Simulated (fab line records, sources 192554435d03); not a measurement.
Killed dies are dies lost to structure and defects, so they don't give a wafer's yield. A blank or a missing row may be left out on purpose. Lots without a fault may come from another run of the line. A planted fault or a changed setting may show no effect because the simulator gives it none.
fab line records | flow n5_finfet
record lots=5 wafers=15 last_day=16
route steps=1938 shown ZERO_LAYER@3 WELL_APT@20
lots that met no fault: from a run of the same line without faults
start_h: hours from the record's first day to the start of the lot's first wafer shown | wait_h: hours since the lot's step before | " the same as in the row above | L1.1+2: a row that stands for several wafers | - no value, or no start given | * or withheld: withheld | < > ~ a bound
route shown NAME@n: a module of which the file shows steps, and the number in the route of the first | usual: mean/standard deviation of fault-free wafers | same: alike in all rows | chamber/n: place in a boat | sites: the reading at each site | _std_site: their standard deviation | _edge_site: outer sites' mean less inner sites' | radius_mm: how far each site lies from the wafer's centre | mask NAME#n: copy n | behind: the tool/chamber that last shaped the wafer | hold: why the lot was held/for how many hours/how that ended | device: the transistor (n, p or np) that didn't switch | end of line: the same wafers' tests at the end of the route | a step without rows: its recipe alone | killed: dies lost to structure and defects at the first sort, not the wafer's yield | map: a wafer's dies, x killed, . not, _ none there
set.NAME: the setting as run; set.NAME@STEP: as run at that earlier step | model.NAME: the simulator's own value behind a step, which no gauge read
lots at some steps of the route; a table a step, a row a wafer
services: from which hour (start_h, from the record's first day; less than 0 if before it) a tool's chamber was out of use, for how many hours, and why
## steps
# step N5_ZERO_LAYER_SRD_01
# recipe time_s=30 temp_c=23 rinse_liquid=diw dry=n2_spin spin_rpm=1500 dry_time_s=30
# columns lot.wafer tool chamber start_h wait_h
L074.2+3+6 wet_bench-06 7,6,3 12.23 0.0
L077.3+4+6 wet_bench-06 5,7,1 30.23 0.0
L085.2+4+6 wet_bench-06 0,6,7 78.23 0.0
L089.2+3+4 wet_bench-02 4,0,2 102.23 0.0
L094.2+3+4 wet_bench-06 5,2,6 132.23 0.0
# step N5_ZERO_LAYER_PECVD_02
# recipe material=SiO2 target_thk_a=100 temp_c=400 precursor=SiH4/N2O pressure_torr=0.75 rf_w=275 time_s=6
# usual heater_power_w=756/130 showerhead_plenum_p_Torr=8.11/0.18
# columns lot.wafer tool chamber start_h wait_h heater_power_w showerhead_plenum_p_Torr since_wet_clean_h
L074.2 pecvd-04 1 12.28 0.0 554 7.90 1260
L074.3 " 2 " " 822 8.45 1985
L074.6 " 1 " " 557 7.88 -
L077.3 pecvd-01 0 30.29 0.0 857 8.24 1097
L077.4 " 1 " " 788 8.05 -
L077.6 " 0 " " 849 8.24 -
L085.2 pecvd-04 1 78.28 0.0 575 7.87 1326
L085.4 " 0 " " 596 8.04 -
L085.6 " 0 " " 593 8.04 -
L089.2 pecvd-04 2 102.28 0.0 781 8.43 2075
L089.3 " 0 " " 603 8.04 625
L089.4 " 0 " " 603 8.06 -
L094.2 pecvd-02 0 132.28 0.0 794 8.00 836
L094.3 " 1 " " 707 7.92 1561
L094.4 " 2 " " 757 8.18 -
# step N5_ZERO_LAYER_HMDS_04
# recipe time_s=60 temp_c=120
# columns lot.wafer tool chamber start_h wait_h
L074.2+3+6 litho_track-01 0 12.36 0.1
L077.3+4+6 litho_track-01 0 30.36 0.1
L085.2+4+6 litho_track-04 0 78.38 0.1
L089.2+3+4 litho_track-01 0 102.36 0.1
L094.2+3+4 litho_track-02 0 132.36 0.1
# step N5_ZERO_LAYER_COAT_05
# recipe spin_rpm=1500 resist_thk_nm=1000
# columns lot.wafer tool chamber start_h wait_h
L074.2+3+6 litho_track-01 0 - -
L077.3+4+6 litho_track-01 0 - -
L085.2+4+6 litho_track-04 0 - -
L089.2+3+4 litho_track-01 0 - -
L094.2+3+4 litho_track-02 0 - -
# step N5_ZERO_LAYER_EBR_07
# recipe solvent=PGMEA ebr_width_mm=1.5
# columns lot.wafer tool chamber start_h wait_h
L074.2+3+6 litho_track-01 0 - -
L077.3+4+6 litho_track-01 0 - -
L085.2+4+6 litho_track-04 0 - -
L089.2+3+4 litho_track-01 0 - -
L094.2+3+4 litho_track-02 0 - -
# step N5_ZERO_LAYER_SOFTBAKE_06
# recipe temp_c=100 time_s=90
# columns lot.wafer tool chamber start_h wait_h
L074.2+3+6 litho_track-01 0 - -
L077.3+4+6 litho_track-01 0 - -
L085.2+4+6 litho_track-04 0 - -
L089.2+3+4 litho_track-01 0 - -
L094.2+3+4 litho_track-02 0 - -
# step N5_ZERO_LAYER_EXPOSE_08
# recipe mask_id=ZERO na=0.55 source_shape=conventional sigma_outer=0.8 polarization=unpolarized defocus_nm=0 target_cd_nm=2000 dose_mj=16.2
# usual exposure_dose_mJ_cm2=16.199/0.017
# columns lot.wafer tool chamber start_h wait_h mask exposure_dose_mJ_cm2
L074.2 krf_scanner-01 0 12.47 - ZERO#0 16.185
L074.3 " 0 " " ZERO#0 16.215
L074.6 " 0 " " ZERO#0 16.187
L077.3 krf_scanner-02 0 30.48 - ZERO#0 16.204
L077.4 " 0 " " ZERO#0 16.217
L077.6 " 0 " " ZERO#0 16.207
L085.2 krf_scanner-02 0 78.49 - ZERO#0 16.190
L085.4 " 0 " " ZERO#0 16.204
L085.6 " 0 " " ZERO#0 16.187
L089.2 krf_scanner-01 0 102.60 - ZERO#0 16.228
L089.3 " 0 " " ZERO#0 16.226
L089.4 " 0 " " ZERO#0 16.218
L094.2 krf_scanner-01 0 132.60 - ZERO#0 16.200
L094.3 " 0 " " ZERO#0 16.192
L094.4 " 0 " " ZERO#0 16.225
# step N5_ZERO_LAYER_PEB_09
# recipe peb_temp_c=withheld peb_time_s=*
# columns lot.wafer tool chamber start_h wait_h
L074.2+3+6 litho_track-01 0 12.52 0.0
L077.3+4+6 litho_track-01 0 30.53 0.0
L085.2+4+6 litho_track-01 0 78.55 0.0
L089.2+3+4 litho_track-04 0 102.65 0.0
L094.2+3+4 litho_track-04 0 132.65 0.0
# step N5_ZERO_LAYER_DEVELOP_10
# recipe develop_time_s=60 rinse_liquid=diw dry=air_spin dev_temp_c=21
# columns lot.wafer tool chamber start_h wait_h
L074.2+3+6 litho_track-01 0 - -
L077.3+4+6 litho_track-01 0 - -
L085.2+4+6 litho_track-01 0 - -
L089.2+3+4 litho_track-04 0 - -
L094.2+3+4 litho_track-04 0 - -
# step N5_ZERO_LAYER_HARDBAKE_23
# recipe temp_c=130 time_s=120
# columns lot.wafer tool chamber start_h wait_h
L074.2+3+6 litho_track-01 0 - -
L077.3+4+6 litho_track-01 0 - -
L085.2+4+6 litho_track-01 0 - -
L089.2+3+4 litho_track-04 0 - -
L094.2+3+4 litho_track-04 0 - -
# step N5_ZERO_LAYER_CD_MEAS_11
# recipe target_cd_nm=2000 landing_energy_ev=500 detector=se_inlens
# usual cd_nm=2000.2/1.7
# columns lot.wafer tool chamber start_h wait_h cd_nm
L074.2 cd_sem-02 0 12.64 - 1999.7
L074.3 " 0 " " 1999.7
L074.6 " 0 " " 1999.1
L077.3 cd_sem-02 0 30.65 - 2001.1
L077.4 " 0 " " 2001.6
L077.6 " 0 " " 2000.9
L085.2 cd_sem-01 0 78.67 - 2002.0
L085.4 " 0 " " 2003.0
L085.6 " 0 " " 2002.7
L089.2 cd_sem-03 0 102.77 - 1999.6
L089.3 " 0 " " 1998.7
L089.4 " 0 " " 2000.8
L094.2 cd_sem-03 0 132.77 - 1999.6
L094.3 " 0 " " 1997.3
L094.4 " 0 " " 1998.8
# step N5_ZERO_LAYER_DESCUM_16
# recipe chemistry=O2 time_s=7.9 source_power_w=50 bias_power_w=20 pressure_mtorr=20 rf_frequency_hz=2.712e+07 temp_c=40 o2_flow_sccm=225
# usual drypump_motor_current_A=5.8/0.43 oes_product_au=0.75/0.051 rf_vpp_V=242.9/1.3 showerhead_plenum_p_Torr=2.07/0.068 throttle_valve_pct=20.38/0.22
# columns lot.wafer tool chamber start_h wait_h drypump_motor_current_A oes_product_au rf_hours_counter_h rf_vpp_V showerhead_plenum_p_Torr throttle_valve_pct
L074.2 rie_diel-02 1 12.81 0.2 5.7 0.82 89 240.6 1.94 19.85
L074.3 " 3 " " 6.3 0.72 207 244.3 2.15 20.13
L074.6 " 0 " " 5.7 0.80 - 242.7 2.11 20.54
L077.3 rie_diel-04 3 30.69 0.0 5.8 0.76 168 243.4 2.09 20.55
L077.4 " 1 " " 6.1 0.79 113 244.5 2.19 20.22
L077.6 " 0 " " 5.6 0.72 - 243.8 2.09 20.66
L085.2 rie_diel-02 0 78.70 0.0 5.7 0.78 112 242.5 2.10 20.56
L085.4 " 1 " " 5.7 0.79 109 241.3 1.94 19.90
L085.6 " 3 " " 6.3 0.71 - 244.0 2.15 20.15
L089.2 rie_diel-02 1 102.80 0.0 5.7 0.78 115 241.3 1.93 19.92
L089.3 " 0 " " 5.7 0.77 119 242.3 2.10 20.56
L089.4 " 2 " " 5.2 0.68 238 241.6 2.07 20.33
L094.2 rie_diel-03 3 132.81 0.0 6.2 0.81 92 242.7 2.03 20.41
L094.3 " 0 " " 6.1 0.77 164 241.0 2.01 20.58
L094.4 " 2 " " 6.2 0.75 152 240.7 2.00 20.33
# step N5_ZERO_LAYER_ETCH_17
# recipe chemistry=CF4 target=SiO2 target_depth_a=120 time_s=13.3 ion_energy_ev=350 pressure_mtorr=40 source_w=450 bias_w=215 Ar_flow_sccm=100 cf4_flow_sccm=100
# usual cf4_flow_sccm=100.01/0.27 drypump_motor_current_A=5.8/0.43 oes_product_au=0.75/0.049 rf_vpp_V=947/4.3 showerhead_plenum_p_Torr=2.12/0.067 throttle_valve_pct=15.65/0.21
# columns lot.wafer tool chamber start_h wait_h cf4_flow_sccm drypump_motor_current_A oes_product_au rf_hours_counter_h rf_vpp_V showerhead_plenum_p_Torr throttle_valve_pct
L074.2 rie_diel-02 1 12.85 0.0 100.36 5.7 0.82 89 940 2.00 15.18
L074.3 " 3 " " 99.86 6.3 0.71 207 954 2.21 15.51
L074.6 " 0 " " 99.97 5.7 0.79 - 950 2.17 15.76
L077.3 rie_diel-04 3 30.72 0.0 100.59 5.8 0.76 168 947 2.13 15.78
L077.4 " 1 " " 99.55 6.1 0.80 113 956 2.24 15.47
L077.6 " 0 " " 100.00 5.6 0.73 - 949 2.14 15.90
L085.2 rie_diel-02 0 78.74 0.0 99.74 5.7 0.78 112 949 2.16 15.79
L085.4 " 1 " " 99.93 5.7 0.79 109 940 1.99 15.22
L085.6 " 3 " " 99.59 6.2 0.70 - 952 2.20 15.53
L089.2 rie_diel-02 1 102.84 0.0 99.66 5.7 0.79 115 939 1.99 15.24
L089.3 " 0 " " 100.15 5.7 0.76 119 949 2.16 15.82
L089.4 " 2 " " 100.37 5.2 0.68 238 946 2.11 15.56
L094.2 rie_diel-03 3 132.84 0.0 99.94 6.2 0.80 92 945 2.08 15.58
L094.3 " 0 " " 99.82 6.1 0.77 164 944 2.05 15.77
L094.4 " 2 " " 99.74 6.2 0.74 152 943 2.06 15.63
# step N5_ZERO_LAYER_ETCH_18
# recipe chemistry=HBr/Cl2 target=Si target_depth_a=1200 time_s=40 pressure_mtorr=10 icp_w=800 bias_w=75 HBr_flow_sccm=150 Cl2_flow_sccm=80
# usual drypump_motor_current_A=5.9/0.46 oes_product_au=1.006/0.012 throttle_valve_pct=36.24/0.18
# columns lot.wafer tool chamber start_h wait_h drypump_motor_current_A oes_product_au rf_hours_counter_h throttle_valve_pct
L074.2 rie_si-05 0 12.92 0.0 6.0 1.000 41 36.33
L074.3 " 2 " " 6.2 1.030 47 36.32
L074.6 " 2 " " 6.1 1.029 - 36.32
L077.3 rie_si-01 2 30.80 0.0 5.8 0.982 117 36.15
L077.4 " 0 " " 6.3 0.999 2 36.60
L077.6 " 1 " " 5.6 1.000 - 36.54
L085.2 rie_si-05 1 78.81 0.0 6.9 1.025 78 35.96
L085.4 " 2 " " 6.1 1.023 - 36.32
L085.6 " 3 " " 6.1 0.999 - 36.10
L089.2 rie_si-01 3 102.91 0.0 5.6 1.011 136 36.18
L089.3 " 2 " " 5.8 0.989 119 36.15
L089.4 " 1 " " 5.6 1.001 124 36.55
L094.2 rie_si-06 1 132.91 0.0 5.6 1.002 24 36.15
L094.3 " 0 " " 5.2 1.001 5 36.05
L094.4 " 2 " " 5.7 1.009 77 36.46
# step N5_ZERO_LAYER_STRIP_24
# recipe chemistry=O2 power_w=1000 temp_c=250 overash_fraction=0.3 pressure_mtorr=1000 o2_flow_sccm=6750
# usual drypump_motor_current_A=5.4/0.49 heater_power_w=323/61 oes_product_au=0.647/0.0043 strip_time_to_endpoint_s=43.85/0.085
# columns lot.wafer tool chamber start_h wait_h drypump_motor_current_A heater_power_w oes_product_au rf_hours_counter_h strip_time_to_endpoint_s
L074.2 plasma_asher-02 0 13.03 0.1 5.7 377 0.645 72 43.80
L074.3 " 1 " " 6.0 225 0.650 - 43.73
L074.6 " 1 " " 5.9 231 0.641 - 43.57
L077.3 plasma_asher-02 0 30.92 0.1 5.7 373 0.645 - 43.93
L077.4 " 1 " " 6.0 228 0.640 - 43.91
L077.6 " 0 " " 5.7 375 0.650 - 43.87
L085.2 plasma_asher-01 0 78.95 0.1 5.1 331 0.646 38 43.92
L085.4 " 1 " " 4.7 373 0.650 - 43.90
L085.6 " 1 " " 4.7 368 0.658 - 43.94
L089.2 plasma_asher-01 0 103.02 0.1 5.1 333 0.647 43 43.85
L089.3 " 0 " " 5.1 317 0.647 - 43.82
L089.4 " 1 " " 4.7 379 0.645 - 43.90
L094.2 plasma_asher-02 0 133.02 0.1 5.7 373 0.650 94 43.80
L094.3 " 0 " " 5.7 375 0.649 - 43.71
L094.4 " 1 " " 6.0 230 0.645 - 43.70
# step N5_ZERO_LAYER_STRIP_19
# recipe chemistry=SPM time_s=900 temp_c=130 h2so4_h2o2_vol_ratio=4 dry=ipa_marangoni
# columns lot.wafer tool chamber start_h wait_h
L074.2+3+6 wet_bench-03 7,5,3 13.11 0.1
L077.3+4+6 wet_bench-02 0,5,6 30.99 0.0
L085.2+4+6 wet_bench-03 1,6,3 79.04 0.1
L089.2+3+4 wet_bench-06 6,2,3 103.10 0.1
L094.2+3+4 wet_bench-02 3,7,0 133.11 0.1
# step N5_ZERO_LAYER_INSPECT_20
# recipe inspect_instrument=darkfield mode=post_clean
# usual raw_defect_count=33/15
# columns lot.wafer tool chamber start_h wait_h raw_defect_count
L074.2 defect_inspect-02 - 13.39 0.0 14
L074.3 " - " " 16
L074.6 " - " " 6
L077.3 defect_inspect-02 - 31.26 0.0 30
L077.4 " - " " 32
L077.6 " - " " 20
L085.2 defect_inspect-01 - 79.31 0.0 20
L085.4 " - " " 40
L085.6 " - " " 23
L089.2 defect_inspect-01 - 103.40 0.0 12
L089.3 " - " " 24
L089.4 " - " " 25
L094.2 defect_inspect-02 - 133.39 0.0 35
L094.3 " - " " 11
L094.4 " - " " 27
# step N5_WELL_APT_HMDS_01
# recipe time_s=60 temp_c=120
# columns lot.wafer tool chamber start_h wait_h
L074.2+3+6 litho_track-05 0 13.42 0.0
L077.3+4+6 litho_track-02 0 31.29 0.0
L085.2+4+6 litho_track-03 0 79.34 0.0
L089.2+3+4 litho_track-05 0 103.43 0.0
L094.2+3+4 litho_track-02 0 133.42 0.0
# step N5_WELL_APT_COAT_02
# recipe spin_rpm=1357 resist_thk_nm=950
# columns lot.wafer tool chamber start_h wait_h
L074.2+3+6 litho_track-05 0 - -
L077.3+4+6 litho_track-02 0 - -
L085.2+4+6 litho_track-03 0 - -
L089.2+3+4 litho_track-05 0 - -
L094.2+3+4 litho_track-02 0 - -
# step N5_WELL_APT_EBR_04
# recipe solvent=PGMEA ebr_width_mm=1.5
# columns lot.wafer tool chamber start_h wait_h
L074.2+3+6 litho_track-05 0 - -
L077.3+4+6 litho_track-02 0 - -
L085.2+4+6 litho_track-03 0 - -
L089.2+3+4 litho_track-05 0 - -
L094.2+3+4 litho_track-02 0 - -
# step N5_WELL_APT_SOFTBAKE_03
# recipe temp_c=130 time_s=60
# columns lot.wafer tool chamber start_h wait_h
L074.2+3+6 litho_track-05 0 - -
L077.3+4+6 litho_track-02 0 - -
L085.2+4+6 litho_track-03 0 - -
L089.2+3+4 litho_track-05 0 - -
L094.2+3+4 litho_track-02 0 - -
# step N5_WELL_APT_EXPOSE_05
# recipe mask_id=NWELL na=0.8 source_shape=conventional sigma_outer=0.8 polarization=unpolarized defocus_nm=0 target_cd_nm=200 dose_mj=20.3
# usual exposure_dose_mJ_cm2=20.289/0.023
# columns lot.wafer tool chamber start_h wait_h mask exposure_dose_mJ_cm2
L074.2 krf_scanner-02 0 13.65 - NWELL#0 20.289
L074.3 " 0 " " NWELL#0 20.320
L074.6 " 0 " " NWELL#0 20.307
L077.3 krf_scanner-01 0 31.53 - NWELL#0 20.305
L077.4 " 0 " " NWELL#0 20.260
L077.6 " 0 " " NWELL#0 20.281
L085.2 krf_scanner-02 0 79.57 - NWELL#0 20.295
L085.4 " 0 " " NWELL#0 20.291
L085.6 " 0 " " NWELL#0 20.270
L089.2 krf_scanner-02 0 103.54 - NWELL#0 20.280
L089.3 " 0 " " NWELL#0 20.291
L089.4 " 0 " " NWELL#0 20.271
L094.2 krf_scanner-01 0 133.65 - NWELL#0 20.289
L094.3 " 0 " " NWELL#0 20.278
L094.4 " 0 " " NWELL#0 20.297
# step N5_WELL_APT_PEB_06
# recipe peb_temp_c=130 peb_time_s=90
# columns lot.wafer tool chamber start_h wait_h
L074.2+3+6 litho_track-05 0 13.70 0.0
L077.3+4+6 litho_track-05 0 31.58 0.0
L085.2+4+6 litho_track-03 0 79.62 0.0
L089.2+3+4 litho_track-03 0 103.59 0.0
L094.2+3+4 litho_track-05 0 133.70 0.0
# step N5_WELL_APT_DEVELOP_07
# recipe develop_time_s=45 rinse_liquid=surfactant_rinse dry=air_spin dev_temp_c=21
# columns lot.wafer tool chamber start_h wait_h
L074.2+3+6 litho_track-05 0 - -
L077.3+4+6 litho_track-05 0 - -
L085.2+4+6 litho_track-03 0 - -
L089.2+3+4 litho_track-03 0 - -
L094.2+3+4 litho_track-05 0 - -
# step N5_WELL_APT_HARDBAKE_12
# recipe temp_c=130 time_s=120
# columns lot.wafer tool chamber start_h wait_h
L074.2+3+6 litho_track-05 0 - -
L077.3+4+6 litho_track-05 0 - -
L085.2+4+6 litho_track-03 0 - -
L089.2+3+4 litho_track-03 0 - -
L094.2+3+4 litho_track-05 0 - -
# step N5_WELL_APT_CD_MEAS_08
# recipe target_cd_nm=200 landing_energy_ev=500 detector=se_inlens
# usual cd_nm=200.0/1.4
# columns lot.wafer tool chamber start_h wait_h cd_nm
L074.2 cd_sem-02 0 13.82 - 200.9
L074.3 " 0 " " 200.5
L074.6 " 0 " " 201.5
L077.3 cd_sem-01 0 31.69 - 202.6
L077.4 " 0 " " 200.0
L077.6 " 0 " " 201.7
L085.2 cd_sem-01 0 79.74 - 199.3
L085.4 " 0 " " 199.3
L085.6 " 0 " " 198.7
L089.2 cd_sem-02 0 103.70 - 199.3
L089.3 " 0 " " 200.1
L089.4 " 0 " " 200.2
L094.2 cd_sem-02 0 133.82 - 199.4
L094.3 " 0 " " 201.0
L094.4 " 0 " " 201.3
# step N5_WELL_APT_OVL_MEAS_09
# recipe points_per_wafer=44
# usual NWELL_OVL=1/4.6
# columns lot.wafer tool chamber start_h wait_h NWELL_OVL[nm]
L074.2 overlay-02 0 13.85 0.0 -5
L074.3 " 0 " " -1
L074.6 " 0 " " -1
L077.3 overlay-01 0 31.72 0.0 4
L077.4 " 0 " " 8
L077.6 " 0 " " 11
L085.2 overlay-01 0 79.77 0.0 1
L085.4 " 0 " " -2
L085.6 " 0 " " 1
L089.2 overlay-02 0 103.73 0.0 4
L089.3 " 0 " " 0
L089.4 " 0 " " 5
L094.2 overlay-02 0 133.84 0.0 4
L094.3 " 0 " " 3
L094.4 " 0 " " 8
# step N5_WELL_APT_INSPECT_10
# recipe mode=adi inspect_instrument=macro
# usual raw_defect_count=2/1.4
# columns lot.wafer tool chamber start_h wait_h raw_defect_count
L074.2 defect_inspect-02 - 13.87 0.0 0
L074.3 " - " " 3
L074.6 " - " " 3
L077.3 defect_inspect-02 - 31.74 0.0 2
L077.4 " - " " 2
L077.6 " - " " 3
L085.2 defect_inspect-02 - 79.79 0.0 3
L085.4 " - " " 3
L085.6 " - " " 1
L089.2 defect_inspect-02 - 103.76 0.0 1
L089.3 " - " " 4
L089.4 " - " " 1
L094.2 defect_inspect-02 - 133.87 0.0 1
L094.3 " - " " 1
L094.4 " - " " 0
# step N5_WELL_APT_DESCUM_13
# recipe chemistry=O2 time_s=7.9 source_power_w=50 bias_power_w=20 pressure_mtorr=20 rf_frequency_hz=2.712e+07 temp_c=40 o2_flow_sccm=225
# usual drypump_motor_current_A=5.6/0.43 oes_product_au=0.80/0.099 rf_vpp_V=243.3/1.4 showerhead_plenum_p_Torr=2.10/0.075 throttle_valve_pct=20.47/0.26
# columns lot.wafer tool chamber start_h wait_h drypump_motor_current_A oes_product_au rf_hours_counter_h rf_vpp_V showerhead_plenum_p_Torr throttle_valve_pct
L074.2 rie_diel-06 3 13.90 0.0 5.7 0.71 178 243.8 2.18 20.81
L074.3 " 2 " " 5.8 0.75 155 242.7 2.09 20.55
L074.6 " 1 " " 6.3 0.68 - 241.1 1.98 20.84
L077.3 rie_diel-06 0 31.81 0.1 4.8 0.94 13 244.7 2.23 20.50
L077.4 " 2 " " 5.8 0.75 - 243.7 2.09 20.58
L077.6 " 0 " " 4.8 0.93 - 247.1 2.23 20.51
L085.2 rie_diel-01 2 79.83 0.0 5.3 0.82 81 241.4 2.04 20.26
L085.4 " 0 " " 6.2 0.73 192 242.9 2.08 20.77
L085.6 " 1 " " 5.6 0.72 - 242.5 2.08 20.50
L089.2 rie_diel-01 1 103.82 0.1 5.7 0.71 198 244.1 2.08 20.50
L089.3 " 3 " " 5.3 0.82 72 242.0 2.03 20.00
L089.4 " 0 " " 6.2 0.71 200 244.0 2.08 20.77
L094.2 rie_diel-05 1 133.90 0.0 6.1 0.96 3 242.7 2.15 20.11
L094.3 " 0 " " 5.5 0.90 23 243.5 2.04 20.10
L094.4 " 2 " " 5.6 0.88 52 242.0 2.03 20.53
# step N5_WELL_APT_IMPLANT_14
# recipe species=P energy_kev=160 dose_cm2=1.5e+13 tilt_deg=0 rotation_deg=0
# columns lot.wafer tool chamber start_h wait_h
L074.2+3+6 implanter-01 0 14.03 0.1
L077.3+4+6 implanter-02 0 31.97 0.1
L085.2+4+6 implanter-02 0 79.95 0.1
L089.2+3+4 implanter-02 0 103.95 0.1
L094.2+3+4 implanter-01 0 134.03 0.1
# step N5_WELL_APT_IMPLANT_15
# recipe species=As energy_kev=25 dose_cm2=1.5e+13 tilt_deg=0 rotation_deg=0
# columns lot.wafer tool chamber start_h wait_h
L074.2+3+6 implanter-01 0 14.21 0.1
L077.3+4+6 implanter-02 0 32.15 0.1
L085.2+4+6 implanter-02 0 80.13 0.1
L089.2+3+4 implanter-02 0 104.13 0.1
L094.2+3+4 implanter-01 0 134.21 0.1
# step N5_WELL_APT_STRIP_16
# recipe chemistry=SPM time_s=900 temp_c=130 h2so4_h2o2_vol_ratio=4 dry=ipa_marangoni
# columns lot.wafer tool chamber start_h wait_h
L074.2+3+6 wet_bench-05 7,6,2 14.39 0.1
L077.3+4+6 wet_bench-01 3,4,6 32.29 0.1
L085.2+4+6 wet_bench-04 3,0,5 80.31 0.1
L089.2+3+4 wet_bench-05 2,5,3 104.31 0.1
L094.2+3+4 wet_bench-05 1,0,7 134.40 0.2
# step N5_WELL_APT_HMDS_18
# recipe time_s=60 temp_c=120
# columns lot.wafer tool chamber start_h wait_h
L074.2+3+6 litho_track-03 0 14.66 0.0
L077.3+4+6 litho_track-02 0 32.57 0.0
L085.2+4+6 litho_track-03 0 80.59 0.0
L089.2+3+4 litho_track-02 0 104.58 0.0
L094.2+3+4 litho_track-05 0 134.68 0.0
# step N5_WELL_APT_COAT_19
# recipe spin_rpm=1357 resist_thk_nm=950
# columns lot.wafer tool chamber start_h wait_h
L074.2+3+6 litho_track-03 0 - -
L077.3+4+6 litho_track-02 0 - -
L085.2+4+6 litho_track-03 0 - -
L089.2+3+4 litho_track-02 0 - -
L094.2+3+4 litho_track-05 0 - -
# step N5_WELL_APT_EBR_21
# recipe solvent=PGMEA ebr_width_mm=1.5
# columns lot.wafer tool chamber start_h wait_h
L074.2+3+6 litho_track-03 0 - -
L077.3+4+6 litho_track-02 0 - -
L085.2+4+6 litho_track-03 0 - -
L089.2+3+4 litho_track-02 0 - -
L094.2+3+4 litho_track-05 0 - -
# step N5_WELL_APT_SOFTBAKE_20
# recipe temp_c=130 time_s=60
# columns lot.wafer tool chamber start_h wait_h
L074.2+3+6 litho_track-03 0 - -
L077.3+4+6 litho_track-02 0 - -
L085.2+4+6 litho_track-03 0 - -
L089.2+3+4 litho_track-02 0 - -
L094.2+3+4 litho_track-05 0 - -
# step N5_WELL_APT_EXPOSE_22
# recipe mask_id=PWELL na=0.8 source_shape=conventional sigma_outer=0.8 polarization=unpolarized defocus_nm=0 target_cd_nm=200 dose_mj=23.2
# usual exposure_dose_mJ_cm2=23.193/0.023
# columns lot.wafer tool chamber start_h wait_h mask exposure_dose_mJ_cm2
L074.2 krf_scanner-02 0 14.77 - PWELL#0 23.203
L074.3 " 0 " " PWELL#0 23.207
L074.6 " 0 " " PWELL#0 23.185
L077.3 krf_scanner-01 0 32.80 - PWELL#0 23.183
L077.4 " 0 " " PWELL#0 23.175
L077.6 " 0 " " PWELL#0 23.167
L085.2 krf_scanner-01 0 80.82 - PWELL#0 23.190
L085.4 " 0 " " PWELL#0 23.207
L085.6 " 0 " " PWELL#0 23.173
L089.2 krf_scanner-02 0 104.81 - PWELL#0 23.214
L089.3 " 0 " " PWELL#0 23.158
L089.4 " 0 " " PWELL#0 23.190
L094.2 krf_scanner-02 0 134.91 - PWELL#0 23.156
L094.3 " 0 " " PWELL#0 23.222
L094.4 " 0 " " PWELL#0 23.191
# step N5_WELL_APT_PEB_23
# recipe peb_temp_c=130 peb_time_s=90
# columns lot.wafer tool chamber start_h wait_h
L074.2+3+6 litho_track-03 0 14.82 0.0
L077.3+4+6 litho_track-02 0 32.85 0.0
L085.2+4+6 litho_track-03 0 80.87 0.0
L089.2+3+4 litho_track-03 0 104.86 0.0
L094.2+3+4 litho_track-02 0 134.96 0.0
# step N5_WELL_APT_DEVELOP_24
# recipe develop_time_s=45 rinse_liquid=surfactant_rinse dry=air_spin dev_temp_c=21
# columns lot.wafer tool chamber start_h wait_h
L074.2+3+6 litho_track-03 0 - -
L077.3+4+6 litho_track-02 0 - -
L085.2+4+6 litho_track-03 0 - -
L089.2+3+4 litho_track-03 0 - -
L094.2+3+4 litho_track-02 0 - -
# step N5_WELL_APT_HARDBAKE_29
# recipe temp_c=130 time_s=120
# columns lot.wafer tool chamber start_h wait_h
L074.2+3+6 litho_track-03 0 - -
L077.3+4+6 litho_track-02 0 - -
L085.2+4+6 litho_track-03 0 - -
L089.2+3+4 litho_track-03 0 - -
L094.2+3+4 litho_track-02 0 - -
# step N5_WELL_APT_CD_MEAS_25
# recipe target_cd_nm=200 landing_energy_ev=500 detector=se_inlens
# usual cd_nm=199.8/1.7
# columns lot.wafer tool chamber start_h wait_h cd_nm
L074.2 cd_sem-02 0 14.94 - 195.3
L074.3 " 0 " " 198.7
L074.6 " 0 " " 197.4
L077.3 cd_sem-02 0 32.97 - 195.7
L077.4 " 0 " " 199.1
L077.6 " 0 " " 199.4
L085.2 cd_sem-03 0 80.98 - 201.5
L085.4 " 0 " " 200.1
L085.6 " 0 " " 201.8
L089.2 cd_sem-02 0 104.98 - 199.6
L089.3 " 0 " " 198.0
L089.4 " 0 " " 198.5
L094.2 cd_sem-01 0 135.08 - 198.7
L094.3 " 0 " " 200.6
L094.4 " 0 " " 195.5
# step N5_WELL_APT_OVL_MEAS_26
# recipe points_per_wafer=44
# usual PWELL_OVL=-3/5.8
# columns lot.wafer tool chamber start_h wait_h PWELL_OVL[nm]
L074.2 overlay-01 0 14.97 0.0 0
L074.3 " 0 " " -7
L074.6 " 0 " " -6
L077.3 overlay-01 0 33.00 0.0 -6
L077.4 " 0 " " -5
L077.6 " 0 " " -2
L085.2 overlay-02 0 81.01 0.0 7
L085.4 " 0 " " -1
L085.6 " 0 " " 0
L089.2 overlay-02 0 105.01 0.0 -5
L089.3 " 0 " " -1
L089.4 " 0 " " -9
L094.2 overlay-01 0 135.11 0.0 -11
L094.3 " 0 " " -2
L094.4 " 0 " " -8
## services
# columns tool chamber start_h hours kind
wet_bench-02 - -7.45 4.4 pm
rie_si-01 - -3.40 2.7 repair
rie_diel-06 0 -1.10 3.5 repair
rie_si-01 - 0.60 0.1 repair
krf_scanner-01 - 3.90 0.3 repair
implanter-01 - 4.71 3.3 repair
krf_scanner-01 - 12.95 1.3 pm
rie_si-01 3 16.97 6.0 repair
krf_scanner-02 - 22.74 0.3 repair
plasma_asher-02 - 42.71 8.5 repair
implanter-01 - 47.12 2.9 repair
krf_scanner-02 - 69.77 0.8 pm
implanter-01 - 71.62 6.7 repair
pecvd-04 2 74.17 13.8 repair
wet_bench-02 - 89.82 1.7 repair
plasma_asher-02 - 97.39 8.7 pm
krf_scanner-01 - 103.40 1.0 pm
pecvd-04 - 108.50 5.5 pm
plasma_asher-02 - 111.70 0.6 repair
krf_scanner-01 - 118.95 0.8 pm
implanter-02 - 124.25 14.9 pm
krf_scanner-01 - 126.11 3.6 pm
krf_scanner-02 - 128.39 2.9 repair
rie_diel-02 1 128.59 14.5 repair
## key
fault none
